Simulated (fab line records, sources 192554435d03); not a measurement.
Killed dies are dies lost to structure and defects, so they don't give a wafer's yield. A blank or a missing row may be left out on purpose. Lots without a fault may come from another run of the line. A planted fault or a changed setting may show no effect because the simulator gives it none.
Chamber matching | flow n5_finfet | N5_DUMMY_GATE_STRIP_41 on rie_diel-02: 4 sister chambers
The step strips in O2. 4 wafers are shown with their chamber, then 12 later ones without.

WAFERS WITH THEIR CHAMBER
wafer  | chamber | drypump_motor_current_A (A)
L090.4 | 3       | 5.9
L091.1 | 1       | 5.6
L091.4 | 2       | 6.1
L091.6 | 0       | 4.8

WAFERS WITHOUT THEIR CHAMBER
wafer  | drypump_motor_current_A (A)
L092.1 | 5.9
L092.2 | 5.6
L092.5 | 4.8
L093.1 | 5.9
L093.3 | 5.6
L093.5 | 6.1
L094.1 | 6.0
L094.4 | 5.6
L094.5 | 5.9
L096.1 | 5.9
L096.2 | 5.6
L096.3 | 4.8

WHICH CHAMBER EACH WENT THROUGH
wafer  | from the rows above     | in truth
L092.1 | 3                       | 3
L092.2 | 1                       | 1
L092.5 | 0                       | 0
L093.1 | 3                       | 3
L093.3 | 1                       | 1
L093.5 | 2                       | 2
L094.1 | can't be placed: 2 or 3 | 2
L094.4 | 1                       | 1
L094.5 | 3                       | 3
L096.1 | 3                       | 3
L096.2 | 1                       | 1
L096.3 | 0                       | 0
Placed correctly: 11 of 12. Can't be placed from these rows: 1 (the true chamber is among the candidates in 1). Placed wrongly: 0.
How it was worked out, from the rows above alone: a wafer's distance from a chamber is the root of the sum, over the readings, of the square of ((its reading less the chamber's mean) divided by the reading's scatter). The wafer belongs to the nearest chamber; if the next one is less than 2 further off, it can't be placed. A chamber's mean is the mean of its shown wafers. The scatter: with one shown wafer a chamber, the root of the mean of the squares of how far each hidden wafer lies from its nearest shown one.
